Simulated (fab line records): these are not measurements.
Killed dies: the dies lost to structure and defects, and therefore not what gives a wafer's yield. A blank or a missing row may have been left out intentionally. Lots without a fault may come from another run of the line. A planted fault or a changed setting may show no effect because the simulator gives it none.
Which tool was responsible? | flow n5Finfet | 23 lots, 69 wafers sampled, at 4 steps of a route of 1938

== WHAT EACH GAUGE READ, for each wafer ==
N5_BEOL_M0_CUTY_OVL_MEAS_58.
lot  | measured     | on         | M0_ABLK_OVL (nm)
L074 | day 5 21:03  | overlay-02 | -1.0 -1.2 -0.6
L075 | day 6 09:04  | overlay-02 | 0.1 0.2 0.3
L076 | day 6 12:43  | overlay-02 | -2.0 -1.5 -1.4
L077 | day 6 12:19  | overlay-01 | -0.8 -0.7 -0.4
L078 | day 6 19:25  | overlay-02 | -0.6 -0.8 -0.2
L080 | day 7 07:05  | overlay-01 | -0.1 0.1 0.6
L081 | day 7 14:10  | overlay-01 | -0.7 -0.5 -1.3
L082 | day 8 00:10  | overlay-01 | -0.4 -1.2 -0.4
L083 | day 8 05:38  | overlay-01 | 0.8 0.7 0.2
L084 | day 8 12:36  | overlay-02 | -0.2 -0.1 0.3
L085 | day 8 22:23  | overlay-01 | -1.2 -0.9 -0.1
L086 | day 9 02:56  | overlay-01 | -0.7 -0.6 -0.9
L087 | day 9 07:43  | overlay-01 | 0.3 0.4 0.8
L088 | day 9 10:47  | overlay-02 | -0.4 -0.3 0.1
L089 | day 9 15:11  | overlay-01 | -1.0 -0.7 -0.3
L090 | day 9 21:10  | overlay-01 | -0.5 -0.3 -0.4
L091 | day 9 23:55  | overlay-01 | -0.1 -0.9 -1.7
L092 | day 10 08:34 | overlay-02 | -0.2 1.0 0.7
L093 | day 10 14:48 | overlay-01 | 0.7 -0.5 -1.1
L094 | day 11 00:19 | overlay-02 | 0.0 -0.3 -0.1
L095 | day 11 02:30 | overlay-02 | 0.4 1.5 -0.5
L096 | day 11 12:02 | overlay-01 | 0.2 0.7 -0.3
L097 | day 11 14:28 | overlay-02 | -1.2 -0.4 -1.8

== TOOL THAT RAN EACH LOT (tool first, then ch and the chambers of the sampled wafers, then the start) ==
lot  | N5_MOL_CONTACT_COAG_ETCH_48       | N5_MOL_CONTACT_COAG_STRIP_49        | N5_BEOL_M0_SAQP_HM_OPEN_112
L074 | rieDiel-01 ch 2,3, day 5 07:09    | plasmaAsher-01 ch 0,1, day 5 07:25  | rieDiel-06 ch 1,2,3, day 5 15:40
L075 | rieDiel-01 ch 0,1,2, day 5 21:13  | plasmaAsher-01 ch 1, day 5 21:20    | rieDiel-05 ch 0,1,3, day 6 03:17
L076 | rieDiel-03 ch 1,2,3, day 5 23:04  | plasmaAsher-02 ch 1, day 5 23:13    | rieDiel-02 ch 0,2,3, day 6 06:56
L077 | rieDiel-03 ch 0,1,2, day 5 23:36  | plasmaAsher-01 ch 0,1, day 5 23:44  | rieDiel-06 ch 0,1, day 6 06:37
L078 | rieDiel-04 ch 0,1, day 6 05:34    | plasmaAsher-02 ch 0,1, day 6 05:42  | rieDiel-06 ch 0,1, day 6 13:51
L080 | rieDiel-03 ch 1,2,3, day 6 19:26  | plasmaAsher-01 ch 0,1, day 6 19:34  | rieDiel-05 ch 0,2,3, day 7 01:43
L081 | rieDiel-01 ch 1,2,3, day 7 03:05  | plasmaAsher-01 ch 0,1, day 7 03:29  | rieDiel-02 ch 0,2,3, day 7 09:01
L082 | rieDiel-01 ch 0,1,3, day 7 13:35  | plasmaAsher-01 ch 0,1, day 7 13:45  | rieDiel-05 ch 1,2,3, day 7 19:11
L083 | rieDiel-01 ch 0,1,2, day 7 15:07  | plasmaAsher-01 ch 0,1, day 7 15:30  | rieDiel-05 ch 0,1,2, day 7 23:57
L084 | rieDiel-04 ch 2,3, day 7 21:51    | plasmaAsher-01 ch 0, day 7 22:02    | rieDiel-02 ch 0,1,2, day 8 05:25
L085 | rieDiel-04 ch 2,3, day 8 09:59    | plasmaAsher-01 ch 0,1, day 8 10:07  | rieDiel-02 ch 1,2,3, day 8 16:15
L086 | rieDiel-01 ch 0,1,3, day 8 14:40  | plasmaAsher-01 ch 0,1, day 8 14:47  | rieDiel-05 ch 1,2,3, day 8 21:11
L087 | rieDiel-03 ch 0,3, day 8 19:13    | plasmaAsher-01 ch 0,1, day 8 19:22  | rieDiel-06 ch 0,2, day 9 01:20
L088 | rieDiel-01 ch 0,1, day 8 23:29    | plasmaAsher-02 ch 0,1, day 8 23:37  | rieDiel-06 ch 0,3, day 9 05:22
L089 | rieDiel-01 ch 1,2, day 9 02:19    | plasmaAsher-01 ch 0,1, day 9 02:26  | rieDiel-06 ch 0,3, day 9 09:23
L090 | rieDiel-01 ch 0,3, day 9 09:34    | plasmaAsher-02 ch 0,1, day 9 09:43  | rieDiel-05 ch 0,1,3, day 9 15:29
L091 | rieDiel-04 ch 0,2, day 9 10:22    | plasmaAsher-01 ch 0,1, day 9 10:30  | rieDiel-06 ch 0,1, day 9 18:52
L092 | rieDiel-01 ch 0,1,2, day 9 20:28  | plasmaAsher-01 ch 0,1, day 9 20:36  | rieDiel-02 ch 1,2,3, day 10 02:38
L093 | rieDiel-04 ch 0,1,2, day 10 02:46 | plasmaAsher-02 ch 0,1, day 10 02:53 | rieDiel-05 ch 0,2, day 10 08:55
L094 | rieDiel-01 ch 1,2, day 10 07:56   | plasmaAsher-02 ch 0,1, day 10 08:25 | rieDiel-05 ch 0,1,2, day 10 16:15
L095 | rieDiel-03 ch 2,3, day 10 13:14   | plasmaAsher-01 ch 0,1, day 10 13:22 | rieDiel-02 ch 2,3, day 10 19:41
L096 | rieDiel-01 ch 0,1,2, day 11 00:25 | plasmaAsher-01 ch 0,1, day 11 00:32 | rieDiel-06 ch 0,3, day 11 06:05
L097 | rieDiel-03 ch 1,2,3, day 11 01:20 | plasmaAsher-02 ch 1, day 11 01:39   | rieDiel-02 ch 1,2,3, day 11 09:25
- N5_MOL_CONTACT_COAG_ETCH_48: etches SiOC in C4F6/O2, target depth 15 nm, overetch 4.5 nm, time 17 s.
- N5_MOL_CONTACT_COAG_STRIP_49: strips in N2/H2, time 30 s.
- N5_BEOL_M0_SAQP_HM_OPEN_112: chemistry CHF3/O2, target SiO2, stops on a-Si, target depth 12 nm, time 13.5 s.

== AS READ BY THE TOOLS THEMSELVES (means over the sampled wafers that have a number; for cases with no such wafer, the mark the record gives instead) ==
N5_MOL_CONTACT_COAG_ETCH_48.
lot  | tool       | C4F6_flow_sccm (sccm) | drypumpMotorCurrentA (A) | mfcArSccm (sccm) | oesProductAu (a.u.) | rfVppV (V) | showerheadPlenumPTorr (Torr) | throttleValvePct (%)
L074 | rieDiel-01 | 9.978                 | 6.2                      | 300.8            | 0.79                | 1585       | 2.78                         | 40.6
L075 | rieDiel-01 | 10.020                | 6.3                      | 300.2            | 0.69                | 1582       | 2.82                         | 40.8
L076 | rieDiel-03 | 9.975                 | 5.7                      | 300.4            | 0.64                | 1595       | 2.87                         | 40.5
L077 | rieDiel-03 | 9.987                 | 5.4                      | 299.3            | 0.59                | 1597       | 2.80                         | 40.4
L078 | rieDiel-04 | 9.982                 | 6.1                      | 299.6            | 0.63                | 1597       | 2.88                         | 41.0
L080 | rieDiel-03 | 10.007                | 5.7                      | 300.4            | 0.58                | 1595       | 2.86                         | 40.5
L081 | rieDiel-01 | 9.968                 | 6.1                      | 299.6            | 0.77                | 1591       | 2.76                         | 40.5
L082 | rieDiel-01 | 10.005                | 6.0                      | 299.6            | 0.69                | 1582       | 2.84                         | 40.6
L083 | rieDiel-01 | 10.004                | 6.2                      | 299.6            | 0.64                | 1581       | 2.81                         | 40.8
L084 | rieDiel-04 | 9.999                 | 5.5                      | 300.1            | 0.64                | 1635       | 2.71                         | 40.6
L085 | rieDiel-04 | 9.989                 | 5.3                      | 300.0            | 0.63                | 1636       | 2.70                         | 40.5
L086 | rieDiel-01 | 10.033                | 6.0                      | 300.9            | 0.69                | 1582       | 2.83                         | 40.6
L087 | rieDiel-03 | 9.982                 | 6.2                      | 300.2            | 0.61                | 1585       | 2.84                         | 40.9
L088 | rieDiel-01 | 9.974                 | 6.2                      | 299.9            | 0.61                | 1573       | 2.88                         | 40.9
L089 | rieDiel-01 | 10.011                | 6.0                      | 300.3            | 0.70                | 1595       | 2.74                         | 40.5
L090 | rieDiel-01 | 10.003                | 6.3                      | 299.8            | 0.68                | 1566       | 2.89                         | 41.0
L091 | rieDiel-04 | 10.018                | 5.9                      | 300.1            | 0.63                | 1597       | 2.80                         | 41.0
L092 | rieDiel-01 | 10.003                | 6.2                      | 299.9            | 0.65                | 1581       | 2.80                         | 40.8
L093 | rieDiel-04 | 10.010                | 6.0                      | 300.7            | 0.66                | 1614       | 2.82                         | 40.8
L094 | rieDiel-01 | 9.999                 | 6.3                      | 300.8            | 0.70                | 1589       | 2.72                         | 40.7
L095 | rieDiel-03 | 9.966                 | 5.7                      | 300.4            | 0.62                | 1595       | 2.79                         | 40.3
L096 | rieDiel-01 | 10.000                | 6.2                      | 299.8            | 0.63                | 1581       | 2.80                         | 40.8
L097 | rieDiel-03 | 9.986                 | 5.7                      | 299.8            | 0.66                | 1594       | 2.84                         | 40.3

N5_MOL_CONTACT_COAG_STRIP_49.
lot  | tool           | drypumpMotorCurrentA (A) | heaterPowerW (W)
L074 | plasmaAsher-01 | 5.95                     | 330
L075 | plasmaAsher-01 | 5.78                     | 304
L076 | plasmaAsher-02 | 5.61                     | 377
L077 | plasmaAsher-01 | 5.94                     | 333
L078 | plasmaAsher-02 | 5.78                     | 355
L080 | plasmaAsher-01 | 5.85                     | 314
L081 | plasmaAsher-01 | 5.94                     | 332
L082 | plasmaAsher-01 | 5.87                     | 315
L083 | plasmaAsher-01 | 5.95                     | 329
L084 | plasmaAsher-01 | 6.04                     | 340
L085 | plasmaAsher-01 | 5.85                     | 314
L086 | plasmaAsher-01 | 5.95                     | 329
L087 | plasmaAsher-01 | 5.88                     | 316
L088 | plasmaAsher-02 | 5.77                     | 360
L089 | plasmaAsher-01 | 5.87                     | 320
L090 | plasmaAsher-02 | 5.98                     | 331
L091 | plasmaAsher-01 | 5.96                     | 328
L092 | plasmaAsher-01 | 5.86                     | 318
L093 | plasmaAsher-02 | 5.95                     | 332
L094 | plasmaAsher-02 | 5.94                     | 331
L095 | plasmaAsher-01 | 5.95                     | 333
L096 | plasmaAsher-01 | 5.94                     | 336
L097 | plasmaAsher-02 | 5.61                     | 380

N5_BEOL_M0_SAQP_HM_OPEN_112.
lot  | tool       | drypumpMotorCurrentA (A) | mfcArSccm (sccm) | oesProductAu (a.u.) | rfVppV (V) | showerheadPlenumPTorr (Torr) | throttleValvePct (%)
L074 | rieDiel-06 | 6.2                      | 199.9            | 0.48                | 532        | 2.39                         | 19.18
L075 | rieDiel-05 | 5.5                      | 200.5            | 0.47                | 525        | 2.42                         | 18.83
L076 | rieDiel-02 | 5.6                      | 199.8            | 0.53                | 529        | 2.43                         | 18.86
L077 | rieDiel-06 | 6.1                      | 200.4            | 0.51                | 521        | 2.35                         | 19.11
L078 | rieDiel-06 | 6.1                      | 200.9            | 0.50                | 520        | 2.34                         | 19.11
L080 | rieDiel-05 | 5.7                      | 200.5            | 0.49                | 524        | 2.43                         | 18.97
L081 | rieDiel-02 | 5.5                      | 199.7            | 0.52                | 530        | 2.42                         | 18.87
L082 | rieDiel-05 | 5.6                      | 200.4            | 0.47                | 525        | 2.47                         | 18.89
L083 | rieDiel-05 | 5.8                      | 200.3            | 0.47                | 523        | 2.46                         | 19.09
L084 | rieDiel-02 | 6.0                      | 199.8            | 0.52                | 535        | 2.46                         | 18.72
L085 | rieDiel-02 | 5.7                      | 200.5            | 0.56                | 535        | 2.45                         | 18.86
L086 | rieDiel-05 | 5.6                      | 199.8            | 0.48                | 524        | 2.46                         | 18.90
L087 | rieDiel-06 | 5.5                      | 200.1            | 0.53                | 524        | 2.30                         | 18.99
L088 | rieDiel-06 | 5.5                      | 199.9            | 0.48                | 527        | 2.25                         | 19.08
L089 | rieDiel-06 | 5.5                      | 200.5            | 0.49                | 527        | 2.25                         | 19.08
L090 | rieDiel-05 | 5.6                      | 199.6            | 0.52                | 527        | 2.41                         | 18.73
L091 | rieDiel-06 | 5.7                      | 200.5            | 0.49                | 521        | 2.28                         | 19.11
L092 | rieDiel-02 | 5.7                      | 200.6            | 0.55                | 535        | 2.44                         | 18.87
L093 | rieDiel-05 | 5.9                      | 200.9            | 0.58                | 522        | 2.42                         | 18.93
L094 | rieDiel-05 | 5.8                      | 199.8            | 0.51                | 522        | 2.45                         | 18.99
L095 | rieDiel-02 | 5.3                      | 200.1            | 0.53                | 535        | 2.37                         | 18.97
L096 | rieDiel-06 | 5.7                      | 200.1            | 0.47                | 535        | 2.27                         | 19.15
L097 | rieDiel-02 | 5.7                      | 200.6            | 0.54                | 535        | 2.44                         | 18.88

== THE ANSWER, worked out from the rows above alone ==
Rule: the usual values come from the lots themselves. The widest of any qualifying gaps counts: lots, ordered by their means at a reading, are off when they make up no more than a third of the lots, leave a main group of 4 or more, and stand apart from it by 3 or more times the standard deviation of that group's means. A main group whose means are all the same, to the digits that the tables above print for the reading, isn't used. A lot without any number at a reading at which 4 lots or more have one is off too. Any other lot the step has rows for is counted as sound. Order of review: gauges by route order, followed by the tools' own readings, for which a lot's mean as printed above is used. At the first step where some lot is off, the reading lying furthest off is the one used; lots without a number count as furthest.
No lot is off on any of the readings shown, so nothing can be concluded from this.

== WHAT THE SIMULATOR HAD INSERTED ==
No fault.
